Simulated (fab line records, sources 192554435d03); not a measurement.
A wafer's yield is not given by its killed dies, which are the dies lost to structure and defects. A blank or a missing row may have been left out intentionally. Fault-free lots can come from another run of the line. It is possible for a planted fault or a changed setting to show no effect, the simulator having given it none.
fab line records -- flow n5-finfet
record lots=10, wafers=26, last-day=18
route steps=1938 shown BEOL_M15@1789 PASSIVATION@1936
lots that met no fault: taken from a fault-free run of the same line
start-h: hours from the record's first day to the start of the lot's first wafer shown -- wait-h: hours elapsed since this lot's preceding step -- " identical to the entry in the row above -- L1.1+2: a row that stands for several wafers -- - value missing, or start not given -- * or withheld: withheld -- < > ~ a bound
route shown NAME@n: a module of which the file shows steps, and the number in the route of the first -- usual: mean/standard deviation of fault-free wafers -- same: alike in all rows -- chamber/n: place in a boat -- sites: each site's reading -- _std_site: their standard deviation -- _edge_site: mean of outer sites minus mean of inner sites -- radius-mm: for every site, how far away it sits from the centre of the wafer -- mask NAME#n: copy n -- behind: the tool/chamber that last shaped the wafer -- hold: reason for holding the lot/hours on hold/outcome of the hold -- device: transistor that didn't switch, given as n, p or np -- end of line: the same wafers' tests at the end of the route -- where a step has no rows: the recipe by itself -- killed: dies lost to structure and defects at the first sort, not the wafer's yield -- map: dies across one wafer; x = killed, . = not, _ = none there
set.NAME: the run value of the setting; set.NAME@STEP: its run value at that earlier step -- model.NAME: the simulator's own value behind a step, which no gauge read
route steps across a sampled set of lots; one table per step, one row per wafer
services: from which hour (start-h, from the record's first day; less than 0 if before it) a tool's chamber was out of use, for how many hours, and why
## steps
# step N5_BEOL_M15_STRIP_63
# recipe chemistry=O2, power-w=600, temp-c=60, pressure-mtorr=30, rf-frequency-hz=6e+07, bias-power-w=0, overash-fraction=0.3, o2-flow-sccm=225
# usual drypump-motor-current-A=5.9/0.32, o2-flow-sccm=225.1/0.6, oes-product-au=0.82/0.084, rf-vpp-V=3.6/0.78, showerhead-plenum-p-Torr=2.08/0.091, throttle-valve-pct=16.57/0.24
lot.wafer,tool,chamber,start-h,wait-h,drypump-motor-current-A,o2-flow-sccm,oes-product-au,rf-hours-counter-h,rf-vpp-V,showerhead-plenum-p-Torr,throttle-valve-pct
L678.1,rie-diel-06,1,247,-,6.2,225.6,0.87,49,4.7,2.05,16.73
L678.4,rie-diel-06,3,248,-,6.0,225.1,0.75,-,5.5,2.03,16.83
L678.6,rie-diel-06,1,248,-,6.2,225.2,0.87,-,2.7,2.05,16.71
L680.5,rie-diel-04,2,262,-,6.0,223.4,0.93,-,4.4,2.13,16.51
L680.6,rie-diel-04,3,262,-,5.7,225.4,0.76,-,3.3,1.94,16.52
L681.2,rie-diel-06,1,273,-,6.2,225.1,0.86,58,4.0,2.04,16.74
L681.4,rie-diel-06,0,273,-,5.4,225.6,0.96,2,3.3,2.23,16.33
L681.5,rie-diel-06,2,273,-,5.9,225.3,0.90,-,4.3,2.11,16.22
L684.2,rie-diel-04,1,297,-,6.2,225.4,0.71,207,2.6,2.18,16.66
L684.3,rie-diel-04,0,297,-,5.4,223.9,0.72,198,2.8,1.97,16.42
L692.2,rie-diel-03,1,338,-,5.6,224.9,0.70,240,3.1,1.98,17.04
L692.4,rie-diel-03,0,338,-,5.8,226.1,0.80,85,4.2,2.12,16.85
L692.5,rie-diel-03,1,338,-,5.6,225.6,0.69,-,3.1,1.98,17.07
L693.1,rie-diel-03,1,354,-,5.6,225.8,0.69,244,3.9,1.98,17.04
L693.2,rie-diel-03,2,354,-,6.6,225.0,0.89,48,3.3,2.07,16.35
L693.3,rie-diel-03,0,354,-,5.9,224.5,0.79,90,4.1,2.11,16.82
L697.2,rie-diel-04,3,374,-,5.6,225.0,0.74,177,4.0,1.93,16.60
L697.5,rie-diel-04,1,374,-,6.2,224.8,0.70,-,3.5,2.17,16.69
L695.3,rie-diel-06,1,391,-,6.2,224.6,0.82,89,4.6,2.03,16.81
L695.4,rie-diel-06,3,391,-,6.0,224.4,0.71,189,3.2,2.01,16.89
L696.2,rie-diel-06,1,395,-,6.2,225.6,0.82,91,4.5,2.03,16.78
L696.4,rie-diel-06,2,395,-,5.9,225.3,0.84,50,3.7,2.10,16.29
L696.6,rie-diel-06,1,395,-,6.2,225.5,0.82,-,2.1,2.03,16.80
L700.2,rie-diel-04,0,416,-,5.5,224.9,0.70,224,3.8,1.96,16.47
L700.5,rie-diel-04,0,416,-,5.4,225.1,0.70,-,4.3,1.96,16.49
L700.6,rie-diel-04,3,416,-,5.6,224.8,0.72,-,3.3,1.93,16.59
# step N5_BEOL_M15_INSPECT_30
# recipe mode=adi, inspect-instrument=macro
# usual raw-defect-count=2.1/1.3
lot.wafer,tool,chamber,start-h,wait-h,raw-defect-count
L678.1,defect-inspect-01,-,249.08,0.0,1
L678.4,defect-inspect-01,-,249.08,0.0,5
L678.6,defect-inspect-01,-,249.08,0.0,3
L680.5,defect-inspect-02,-,263.81,0.0,1
L680.6,defect-inspect-02,-,263.81,0.0,2
L681.2,defect-inspect-02,-,274.84,0.0,0
L681.4,defect-inspect-02,-,274.84,0.0,3
L681.5,defect-inspect-02,-,274.84,0.0,1
L684.2,defect-inspect-01,-,299.10,0.0,3
L684.3,defect-inspect-01,-,299.10,0.0,4
L692.2,defect-inspect-01,-,339.52,0.0,>300
L692.4,defect-inspect-01,-,339.52,0.0,>300
L692.5,defect-inspect-01,-,339.52,0.0,>300
L693.1,defect-inspect-01,-,355.93,0.0,>300
L693.2,defect-inspect-01,-,355.93,0.0,>300
L693.3,defect-inspect-01,-,355.93,0.0,>300
L697.2,defect-inspect-01,-,375.38,0.0,2
L697.5,defect-inspect-01,-,375.38,0.0,2
L695.3,defect-inspect-02,-,392.26,0.0,5
L695.4,defect-inspect-02,-,392.26,0.0,2
L696.2,defect-inspect-02,-,396.47,0.0,1
L696.4,defect-inspect-02,-,396.47,0.0,1
L696.6,defect-inspect-02,-,396.47,0.0,1
L700.2,defect-inspect-01,-,417.53,0.0,4
L700.5,defect-inspect-01,-,417.53,0.0,3
L700.6,defect-inspect-01,-,417.53,0.0,0
# step N5_BEOL_M15_ETCH_61
# recipe chemistry=N2/H2, target=BARC, target-depth-a=890, overetch-a=267, time-s=67.9, ion-energy-ev=200, pressure-mtorr=30, source-w=840, bias-w=150, n2-flow-sccm=200, h2-flow-sccm=200
# usual drypump-motor-current-A=5.9/0.35, h2-flow-sccm=200.1/0.52, oes-product-au=0.69/0.07, rf-vpp-V=524/3.4, showerhead-plenum-p-Torr=2.52/0.12, throttle-valve-pct=17.7/0.3
lot.wafer,tool,chamber,start-h,wait-h,drypump-motor-current-A,h2-flow-sccm,oes-product-au,rf-hours-counter-h,rf-vpp-V,showerhead-plenum-p-Torr,throttle-valve-pct
L678.1,rie-diel-04,3,249.31,0.0,5.6,199.6,0.65,140,520,2.33,17.6
L678.4,rie-diel-04,1,249.31,0.0,6.2,199.3,0.62,192,527,2.60,17.6
L678.6,rie-diel-04,2,249.31,0.0,6.1,200.6,0.79,-,527,2.60,17.7
L680.5,rie-diel-03,2,264.13,0.0,6.6,199.8,0.79,-,522,2.47,17.2
L680.6,rie-diel-03,3,264.13,0.0,5.5,200.2,0.81,-,528,2.71,17.4
L681.2,rie-diel-03,1,274.92,0.0,5.6,199.2,0.61,218,522,2.40,18.2
L681.4,rie-diel-03,0,274.92,0.0,5.9,199.3,0.71,67,524,2.57,18.1
L681.5,rie-diel-03,3,274.92,0.0,5.5,199.6,0.79,-,529,2.71,17.3
L684.2,rie-diel-04,2,299.17,0.0,6.1,200.2,0.75,29,525,2.59,17.7
L684.3,rie-diel-04,1,299.17,0.0,6.2,200.1,0.61,207,527,2.59,17.6
L692.2,rie-diel-04,1,339.59,0.0,6.2,200.1,0.61,217,528,2.59,17.7
L692.4,rie-diel-04,0,339.59,0.0,5.4,200.5,0.61,207,520,2.40,17.7
L692.5,rie-diel-04,2,339.59,0.0,6.1,200.7,0.74,-,524,2.59,17.7
L693.1,rie-diel-06,1,356.41,0.0,6.2,200.8,0.70,80,524,2.47,18.0
L693.2,rie-diel-06,0,356.41,0.0,5.5,199.9,0.77,24,528,2.69,17.6
L693.3,rie-diel-06,3,356.41,0.0,6.0,200.3,0.63,180,522,2.41,17.9
L697.2,rie-diel-04,1,375.45,0.0,6.2,200.3,0.60,228,526,2.58,17.7
L697.5,rie-diel-04,1,375.45,0.0,6.2,200.2,0.60,-,524,2.58,17.7
L695.3,rie-diel-04,3,392.33,0.0,5.6,200.4,0.63,180,519,2.32,17.6
L695.4,rie-diel-04,1,392.33,0.0,6.2,200.3,0.61,-,527,2.58,17.7
L696.2,rie-diel-03,0,396.72,0.0,5.8,201.2,0.67,104,524,2.55,18.2
L696.4,rie-diel-03,2,396.72,0.0,6.6,199.7,0.72,-,522,2.45,17.3
L696.6,rie-diel-03,3,396.72,0.0,5.5,200.1,0.72,-,529,2.69,17.4
L700.2,rie-diel-03,1,417.60,0.0,5.6,200.0,0.84,4,528,2.71,17.8
L700.5,rie-diel-03,1,417.60,0.0,5.6,200.4,0.84,-,529,2.71,17.8
L700.6,rie-diel-03,0,417.60,0.0,5.8,199.9,0.67,-,525,2.55,18.2
# step N5_BEOL_M15_STRIP_62
# recipe chemistry=O2, power-w=600, temp-c=60, pressure-mtorr=30, rf-frequency-hz=6e+07, bias-power-w=0, overash-fraction=0.3, o2-flow-sccm=225
# usual drypump-motor-current-A=5.9/0.32, o2-flow-sccm=225.0/0.74, oes-product-au=0.82/0.083, rf-vpp-V=3.7/0.48, showerhead-plenum-p-Torr=2.09/0.092, throttle-valve-pct=16.57/0.27
lot.wafer,tool,chamber,start-h,wait-h,drypump-motor-current-A,o2-flow-sccm,oes-product-au,rf-hours-counter-h,rf-vpp-V,showerhead-plenum-p-Torr,throttle-valve-pct
L678.1,rie-diel-06,3,-,-,6.0,225.0,0.75,150,4.2,2.03,16.80
L678.4,rie-diel-06,1,-,-,6.2,224.9,0.86,-,3.6,2.05,16.74
L678.6,rie-diel-06,3,-,-,5.9,224.2,0.74,-,3.3,2.03,16.82
L680.5,rie-diel-06,0,-,-,5.5,225.0,0.98,-,3.7,2.23,16.33
L680.6,rie-diel-06,3,-,-,6.0,224.6,0.74,-,3.3,2.02,16.82
L681.2,rie-diel-03,3,-,-,5.5,224.3,0.93,9,3.4,2.23,16.11
L681.4,rie-diel-03,0,-,-,5.9,224.6,0.84,67,4.1,2.12,16.79
L681.5,rie-diel-03,0,-,-,5.9,225.0,0.83,-,3.3,2.12,16.79
L684.2,rie-diel-03,2,-,-,6.5,225.7,0.91,31,3.3,2.07,16.33
L684.3,rie-diel-03,3,-,-,5.5,224.3,0.92,15,3.8,2.23,16.13
L692.2,rie-diel-03,0,-,-,5.9,224.8,0.79,86,3.2,2.12,16.82
L692.4,rie-diel-03,2,-,-,6.5,225.2,0.87,44,4.3,2.07,16.37
L692.5,rie-diel-03,1,-,-,5.6,224.5,0.69,-,3.8,1.98,17.06
L693.1,rie-diel-06,0,-,-,5.5,224.0,0.89,25,4.3,2.23,16.40
L693.2,rie-diel-06,2,-,-,5.9,225.6,0.86,40,4.8,2.11,16.27
L693.3,rie-diel-06,1,-,-,6.2,224.3,0.83,81,4.0,2.04,16.79
L697.2,rie-diel-04,1,-,-,6.2,224.9,0.69,229,3.9,2.17,16.71
L697.5,rie-diel-04,3,-,-,5.6,223.9,0.74,-,3.5,1.93,16.55
L695.3,rie-diel-06,2,-,-,5.9,224.7,0.83,49,3.5,2.10,16.28
L695.4,rie-diel-06,1,-,-,6.2,224.4,0.81,90,4.1,2.03,16.79
L696.2,rie-diel-03,3,-,-,5.5,225.6,0.86,48,3.2,2.21,16.19
L696.4,rie-diel-03,0,-,-,5.9,224.7,0.78,-,3.8,2.11,16.85
L696.6,rie-diel-03,2,-,-,6.5,224.6,0.85,-,4.1,2.06,16.41
L700.2,rie-diel-03,3,-,-,5.5,225.3,0.86,52,3.3,2.21,16.19
L700.5,rie-diel-03,0,-,-,5.8,225.7,0.77,-,3.7,2.11,16.87
L700.6,rie-diel-03,1,-,-,5.7,224.0,1.00,-,3.4,2.24,16.61
# step N5_BEOL_M15_PRE_CLEAN_42
# recipe gas=H2/He, time-s=30, temp-c=300
# usual heater-power-w=449/45
lot.wafer,tool,chamber,start-h,wait-h,heater-power-w
L678.1,pvd-sputter-01,-,250.51,0.0,450
L678.4,pvd-sputter-01,-,250.51,0.0,415
L678.6,pvd-sputter-01,-,250.51,0.0,487
L680.5,pvd-sputter-03,-,265.59,0.0,527
L680.6,pvd-sputter-03,-,265.59,0.0,391
L681.2,pvd-sputter-02,-,277.43,0.0,464
L681.4,pvd-sputter-02,-,277.43,0.0,436
L681.5,pvd-sputter-02,-,277.43,0.0,433
L684.2,pvd-sputter-01,-,300.70,0.0,403
L684.3,pvd-sputter-01,-,300.70,0.0,494
L692.2,pvd-sputter-03,-,342.37,0.0,424
L692.4,pvd-sputter-03,-,342.37,0.0,384
L692.5,pvd-sputter-03,-,342.37,0.0,529
L693.1,pvd-sputter-01,-,360.21,0.0,405
L693.2,pvd-sputter-01,-,360.21,0.0,466
L693.3,pvd-sputter-01,-,360.21,0.0,444
L697.2,pvd-sputter-03,-,377.72,0.0,383
L697.5,pvd-sputter-03,-,377.72,0.0,545
L695.3,pvd-sputter-02,-,394.05,0.0,496
L695.4,pvd-sputter-02,-,394.05,0.0,468
L696.2,pvd-sputter-01,-,402.39,0.0,440
L696.4,pvd-sputter-01,-,402.39,0.0,478
L696.6,pvd-sputter-01,-,402.39,0.0,460
L700.2,pvd-sputter-02,-,418.45,0.0,437
L700.5,pvd-sputter-02,-,418.45,0.0,492
L700.6,pvd-sputter-02,-,418.45,0.0,464
# step N5_PASSIVATION_PROBE_49
# usual defect-limited-yield=90.9/1.6, killed_at_M0_to_M3=34/10, killed_at_M4_up=13/5.4, killed-at-contacts=13/6, killed-at-front-end=42/13, killed-at-other=4/3.2, killed-dies=107/18, killed-open=69/14, killed-short=35/7.7, sort_bin_5_function=5.3/1, sort_bin_6_memory=3.3/0.75, sort_bin_8_speed=0.00/0.015, sort-n-pass=1073/19, sort-yield-pct=90.9/1.6
# same gross-dies=1180, killed-at-back-side=0, sort_bin_4_leakage[%]=0
lot.wafer,tool,chamber,start-h,wait-h,defect-limited-yield[%],killed_at_M0_to_M3,killed_at_M4_up,killed-at-contacts,killed-at-front-end,killed-at-other,killed-dies,killed-open,killed-short,sort_bin_5_function[%],sort_bin_6_memory[%],sort_bin_8_speed[%],sort-n-pass,sort-yield-pct[%]
L678.1,prober-02,-,266.84,0.0,90.1,37,10,22,48,0,117,70,42,5.6,3.3,0,1063,90.1
L678.4,prober-02,-,266.99,0.2,89.5,28,11,26,55,4,124,79,43,5.3,4.8,0,1056,89.5
L678.6,prober-02,-,267.09,0.3,91.6,17,9,18,54,1,99,66,24,4.7,3.1,0,1081,91.6
L680.5,prober-02,-,280.29,0.2,89.8,45,12,13,48,2,120,79,31,6.1,3.1,0,1060,89.8
L680.6,prober-02,-,280.34,0.3,91.7,36,17,7,36,2,98,63,33,5.1,3.1,0,1082,91.7
L681.2,prober-02,-,294.51,0.1,91.6,27,11,18,40,3,99,58,31,4.7,2.6,0,1081,91.6
L681.4,prober-02,-,294.61,0.2,90.8,46,3,3,56,1,109,69,34,5.8,3.2,0,1071,90.8
L681.5,prober-02,-,294.66,0.2,91.2,22,7,15,59,1,104,72,29,5.0,3.5,0,1076,91.2
L684.2,prober-02,-,315.63,0.1,90.3,29,8,7,69,2,115,86,29,5.6,4.1,0,1065,90.3
L684.3,prober-02,-,315.68,0.1,90.3,45,16,15,36,2,114,69,42,5.8,3.5,0,1066,90.3
L692.2,prober-02,-,357.12,0.1,80.9,26,151,13,33,2,225,54,22,11.4,4.4,0,955,80.9
L692.4,prober-02,-,357.22,0.2,85.1,25,116,3,28,4,176,46,31,8.7,3.1,0,1004,85.1
L692.5,prober-02,-,357.27,0.2,82.3,20,155,6,22,6,209,57,19,10.3,4.0,0,971,82.3
L693.1,prober-02,-,374.66,0.0,79.2,38,142,8,51,6,245,72,31,14.1,4.1,0,935,79.2
L693.2,prober-02,-,374.71,0.1,78.3,46,141,7,50,12,256,81,42,14.6,4.5,0,924,78.3
L693.3,prober-02,-,374.76,0.1,81.0,50,104,8,53,9,224,81,39,9.8,5.3,0,956,81.0
L697.2,prober-01,-,394.95,0.1,91.5,25,14,15,45,1,100,58,40,5.6,2.7,0,1080,91.5
L697.5,prober-01,-,395.10,0.2,90.1,33,14,8,61,1,117,63,42,5.8,3.0,0,1063,90.1
L695.3,prober-02,-,407.88,0.1,88.7,40,21,17,54,1,133,99,30,6.7,4.2,0.08,1047,88.7
L695.4,prober-02,-,407.93,0.2,91.8,25,15,11,45,1,97,56,40,4.9,3.1,0,1083,91.8
L696.2,prober-02,-,420.85,0.1,90.6,33,16,6,55,1,111,73,36,5.4,3.6,0,1069,90.6
L696.4,prober-02,-,420.95,0.2,90.4,41,6,26,31,9,113,70,41,4.9,4.2,0,1067,90.4
L696.6,prober-02,-,421.05,0.3,92.9,17,12,13,39,3,84,52,30,3.8,3.2,0,1096,92.9
L700.2,prober-02,-,432.52,0.1,89.7,24,17,8,65,7,121,72,43,5.8,4.3,0,1059,89.7
L700.5,prober-02,-,432.67,0.2,89.4,19,14,27,59,6,125,81,38,6.2,4.2,0,1055,89.4
L700.6,prober-02,-,432.72,0.3,89.1,33,17,21,48,10,129,86,36,5.5,5.1,0,1051,89.1
# killed by level:class
L678.1 MOL_CONTACT_COAG:geometric-particle:open=14 STI_FIN_REVEAL:geometric-particle:open=12 BEOL_M0_SAQP:geometric-particle:open=11 BEOL_M0_SAQP:geometric-particle:short=10 MOL_CONTACT_COAG:geometric-particle:short=8 FIN_SAQP:geometric-particle:open=7 FIN_SAQP:geometric-particle:short=6 GATE_CUT:geometric-particle:open=6
L678.4 MOL_CONTACT_COAG:geometric-particle:open=24 FIN_SAQP:geometric-particle:short=19 STI_FIN_REVEAL:geometric-particle:open=18 BEOL_M0_SAQP:geometric-particle:open=13 BEOL_M0_SAQP:geometric-particle:short=8 GATE_CUT:geometric-particle:short=5 BEOL_M6:geometric-particle:open=4 FIN_SAQP:geometric-particle:open=3
L678.6 FIN_SAQP:geometric-particle:open=17 MOL_CONTACT_COAG:geometric-particle:open=16 STI_FIN_REVEAL:geometric-particle:open=13 BEOL_M4:geometric-particle:open=5 FIN_SAQP:geometric-particle:short=4 GATE_CUT:geometric-particle:short=4 BEOL_M0_SAQP:geometric-particle:open=4 BEOL_M0_SAQP:geometric-particle:short=4
L680.5 MOL_CONTACT_COAG:geometric-particle:open=11 DUMMY_GATE:geometric-particle:open=10 BEOL_M0_SAQP:geometric-particle:open=8 BEOL_M0_SAQP:geometric-particle:short=8 BEOL_M1:geometric-particle:open=8 HKMG_FIN:area-etch=8 STI_FIN_REVEAL:geometric-particle:open=7 FIN_SAQP:geometric-particle:open=6
L680.6 BEOL_M1:geometric-particle:open=14 DUMMY_GATE:geometric-particle:open=9 BEOL_M0_SAQP:geometric-particle:short=9 BEOL_M4:geometric-particle:open=9 STI_FIN_REVEAL:geometric-particle:open=7 BEOL_M0_SAQP:geometric-particle:open=7 FIN_SAQP:geometric-particle:short=5 FIN_SAQP:geometric-particle:open=3
L681.2 MOL_CONTACT_COAG:geometric-particle:open=14 BEOL_M2:geometric-particle:open=11 HKMG_FIN:area-etch=8 STI_FIN_REVEAL:geometric-particle:open=7 BEOL_M0_SAQP:geometric-particle:short=5 BEOL_M5:geometric-particle:open=5 FIN_SAQP:geometric-particle:open=4 STI_FIN_REVEAL:geometric-particle:short=4
L681.4 FIN_SAQP:geometric-particle:open=18 STI_FIN_REVEAL:geometric-particle:open=13 BEOL_M2:geometric-particle:open=10 FIN_SAQP:geometric-particle:short=7 BEOL_M1:geometric-particle:open=7 BEOL_M2:geometric-particle:short=6 BEOL_M0_SAQP:geometric-particle:short=5 STARTING-WAFER:geometric-particle:short=5
L681.5 FIN_SAQP:geometric-particle:open=25 FIN_SAQP:geometric-particle:short=11 MOL_CONTACT_COAG:geometric-particle:open=11 BEOL_M2:geometric-particle:open=10 STI_FIN_REVEAL:geometric-particle:open=6 GATE_CUT:geometric-particle:short=4 BEOL_M1:geometric-particle:open=4 GATE_CUT:geometric-particle:open=3
L684.2 STI_FIN_REVEAL:geometric-particle:open=33 STI_FIN_REVEAL:geometric-particle:short=9 FIN_SAQP:geometric-particle:short=8 FIN_SAQP:geometric-particle:open=7 BEOL_M1:geometric-particle:open=6 BEOL_M0_SAQP:geometric-particle:open=5 BEOL_M0:geometric-particle:open=5 BEOL_M2:geometric-particle:open=5
L684.3 BEOL_M0_SAQP:geometric-particle:short=10 MOL_CONTACT_COAG:geometric-particle:open=10 BEOL_M0_SAQP:geometric-particle:open=9 STI_FIN_REVEAL:geometric-particle:open=8 BEOL_M3:geometric-particle:open=7 BEOL_M4:geometric-particle:open=7 FIN_SAQP:geometric-particle:open=6 BEOL_M0:geometric-particle:short=6
L692.2 BEOL_M15:unspecified=138 MOL_CONTACT_COAG:geometric-particle:open=11 FIN_CUT:area-etch=8 BEOL_M3:geometric-particle:open=7 FIN_SAQP:geometric-particle:short=6 DUMMY_GATE:geometric-particle:open=5 BEOL_M1:geometric-particle:open=5 BEOL_M2:geometric-particle:open=4
L692.4 BEOL_M15:unspecified=96 BEOL_M4:geometric-particle:open=7 BEOL_M0_SAQP:geometric-particle:short=6 BEOL_M0_SAQP:geometric-particle:open=5 BEOL_M5:geometric-particle:open=5 DUMMY_GATE:geometric-particle:open=4 ILD0:geometric-particle:short=4 GATE_CUT:geometric-particle:short=4
L692.5 BEOL_M15:unspecified=132 BEOL_M5:geometric-particle:open=6 BEOL_M2:geometric-particle:open=6 FIN_SAQP:geometric-particle:short=5 STI_FIN_REVEAL:geometric-particle:open=5 MOL_CONTACT_COAG:geometric-particle:open=5 BEOL_M8:geometric-particle:open=5 BEOL_M1:geometric-particle:open=4
L693.1 BEOL_M15:unspecified=133 FIN_SAQP:geometric-particle:open=14 STI_FIN_REVEAL:geometric-particle:open=10 BEOL_M3:geometric-particle:open=9 BEOL_M0_SAQP:geometric-particle:open=8 BEOL_M0_SAQP:geometric-particle:short=7 BEOL_M1:geometric-particle:open=7 FIN_CUT:area-etch=7
L693.2 BEOL_M15:unspecified=132 FIN_SAQP:geometric-particle:open=20 BEOL_M0_SAQP:geometric-particle:open=13 BEOL_M0_SAQP:geometric-particle:short=11 BEOL_M3:geometric-particle:open=10 STI_FIN_REVEAL:geometric-particle:open=6 GATE_CUT:geometric-particle:short=5 GATE_CUT:geometric-particle:open=5
L693.3 BEOL_M15:unspecified=97 STI_FIN_REVEAL:geometric-particle:open=17 BEOL_M0_SAQP:geometric-particle:short=15 BEOL_M0_SAQP:geometric-particle:open=11 STI_FIN_REVEAL:geometric-particle:short=9 DUMMY_GATE:geometric-particle:open=8 BEOL_M3:geometric-particle:open=8 MOL_CONTACT_COAG:geometric-particle:open=7
L697.2 FIN_SAQP:geometric-particle:open=13 FIN_SAQP:geometric-particle:short=13 MOL_CONTACT_COAG:geometric-particle:open=11 BEOL_M0:geometric-particle:open=7 BEOL_M3:geometric-particle:open=7 MOL_CONTACT_COAG:geometric-particle:short=4 BEOL_M0_SAQP:geometric-particle:short=3 BEOL_M3:geometric-particle:short=3
L697.5 FIN_SAQP:geometric-particle:open=12 FIN_SAQP:geometric-particle:short=11 DUMMY_GATE:geometric-particle:open=8 BEOL_M0_SAQP:geometric-particle:short=8 STARTING-WAFER:geometric-particle:open=7 HKMG_FIN:area-etch=7 MOL_CONTACT_COAG:geometric-particle:open=6 BEOL_M0_SAQP:geometric-particle:open=6
L695.3 STI_FIN_REVEAL:geometric-particle:open=17 BEOL_M0_SAQP:geometric-particle:open=15 MOL_CONTACT_COAG:geometric-particle:open=13 FIN_SAQP:geometric-particle:open=12 BEOL_M0_SAQP:geometric-particle:short=9 BEOL_M7:geometric-particle:open=7 FIN_SAQP:geometric-particle:short=6 BEOL_M3:geometric-particle:open=6
L695.4 MOL_CONTACT_COAG:geometric-particle:open=10 BEOL_M2:geometric-particle:short=8 DUMMY_GATE:geometric-particle:open=7 FIN_SAQP:geometric-particle:short=5 FIN_SAQP:geometric-particle:open=5 STARTING-WAFER:geometric-particle:short=5 STI_FIN_REVEAL:geometric-particle:open=5 BEOL_M0_SAQP:geometric-particle:short=5
L696.2 FIN_SAQP:geometric-particle:short=12 STI_FIN_REVEAL:geometric-particle:open=11 FIN_SAQP:geometric-particle:open=7 BEOL_M1:geometric-particle:open=7 BEOL_M2:geometric-particle:open=7 DUMMY_GATE:geometric-particle:open=6 BEOL_M3:geometric-particle:open=6 MOL_CONTACT_COAG:geometric-particle:open=5
L696.4 MOL_CONTACT_COAG:geometric-particle:open=20 FIN_SAQP:geometric-particle:short=8 STI_FIN_REVEAL:geometric-particle:open=7 BEOL_M0_SAQP:geometric-particle:short=7 BEOL_M2:geometric-particle:open=7 BEOL_M3:geometric-particle:open=7 BEOL_M0_SAQP:geometric-particle:open=6 PAD_METAL:geometric-particle:short=6
L696.6 FIN_SAQP:geometric-particle:open=13 MOL_CONTACT_COAG:geometric-particle:open=10 FIN_SAQP:geometric-particle:short=9 BEOL_M4:geometric-particle:short=7 STI_FIN_REVEAL:geometric-particle:open=4 DUMMY_GATE:geometric-particle:open=4 BEOL_M2:geometric-particle:open=4 MOL_CONTACT_COAG:geometric-particle:short=3
L700.2 FIN_SAQP:geometric-particle:short=18 STI_FIN_REVEAL:geometric-particle:open=16 BEOL_M3:geometric-particle:open=16 BEOL_M4:geometric-particle:open=8 FIN_SAQP:geometric-particle:open=6 STI_FIN_REVEAL:geometric-particle:short=6 MOL_CONTACT_COAG:geometric-particle:open=6 DUMMY_GATE:geometric-particle:open=5
L700.5 MOL_CONTACT_COAG:geometric-particle:open=20 FIN_SAQP:geometric-particle:open=15 STI_FIN_REVEAL:geometric-particle:open=11 BEOL_M4:geometric-particle:open=8 FIN_SAQP:geometric-particle:short=7 MOL_CONTACT_COAG:geometric-particle:short=7 GATE_CUT:geometric-particle:short=5 BEOL_M2:geometric-particle:open=5
L700.6 STI_FIN_REVEAL:geometric-particle:open=15 MOL_CONTACT_COAG:geometric-particle:open=15 FIN_SAQP:geometric-particle:open=11 BEOL_M2:geometric-particle:short=10 BEOL_M3:geometric-particle:open=8 BEOL_M4:geometric-particle:open=8 FIN_SAQP:geometric-particle:short=6 MOL_CONTACT_COAG:geometric-particle:short=5
## services
tool,chamber,start-h,hours,kind
rie-diel-03,3,233.72,-,clean
rie-diel-03,3,233.72,-,consumable-replace:focus-ring
rie-diel-03,3,233.72,-,consumable-replace:showerhead
rie-diel-03,3,233.72,11.9,scheduled-down
rie-diel-03,3,233.72,11.9,vent-cycle
rie-diel-06,0,242.41,-,clean
rie-diel-06,0,242.41,-,consumable-replace:focus-ring
rie-diel-04,0,250.43,17.9,repair
rie-diel-03,-,267.61,2.8,pm
rie-diel-03,3,285.89,4.9,repair
pvd-sputter-02,-,305.99,6.3,repair
rie-diel-06,-,318.79,1.1,repair
rie-diel-04,0,341.79,8.0,repair
pvd-sputter-02,-,359.20,3.8,repair
rie-diel-06,0,366.77,5.4,repair
rie-diel-03,1,373.77,-,clean
rie-diel-03,1,373.77,-,consumable-replace:esc
rie-diel-03,1,373.77,-,consumable-replace:focus-ring
rie-diel-03,1,373.77,-,consumable-replace:showerhead
rie-diel-03,1,373.77,29.0,scheduled-down
rie-diel-03,1,373.77,29.0,vent-cycle
rie-diel-04,0,391.03,6.1,repair
rie-diel-06,3,398.14,6.2,repair
pvd-sputter-03,-,413.79,4.6,repair
## key
first-sign step=N5_BEOL_M15_INSPECT_30, reading=raw-defect-count, direction=up, sigmas=99+, usual=2.1, struck=>300, through=control-loop
effect step=N5_PASSIVATION_PROBE_49, reading=killed_at_M4_up, direction=up, sigmas=22, usual=13, struck=135
more-kills-born-at N5_BEOL_M15_STRIP_63@rie-diel-03=728
met-at N5_BEOL_M15_STRIP_63
struck-lots L692,L693
loop-trim step=N5_BEOL_M15_EXPOSE_25, setting=dose, lots=L693
not-acting-at N5_BEOL_M15_ETCH_61,N5_BEOL_M15_STRIP_62,N5_BEOL_M15_PRE_CLEAN_42
fault kind=chamber-particle-source, tool=rie-diel-03, chamber=-, onset-h=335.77, steps=N5_BEOL_M15_STRIP_63, rate-per-visit-cm2=1.0995, end-h=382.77
# loop-trim: a control loop set the setting to another value than it would have without faults
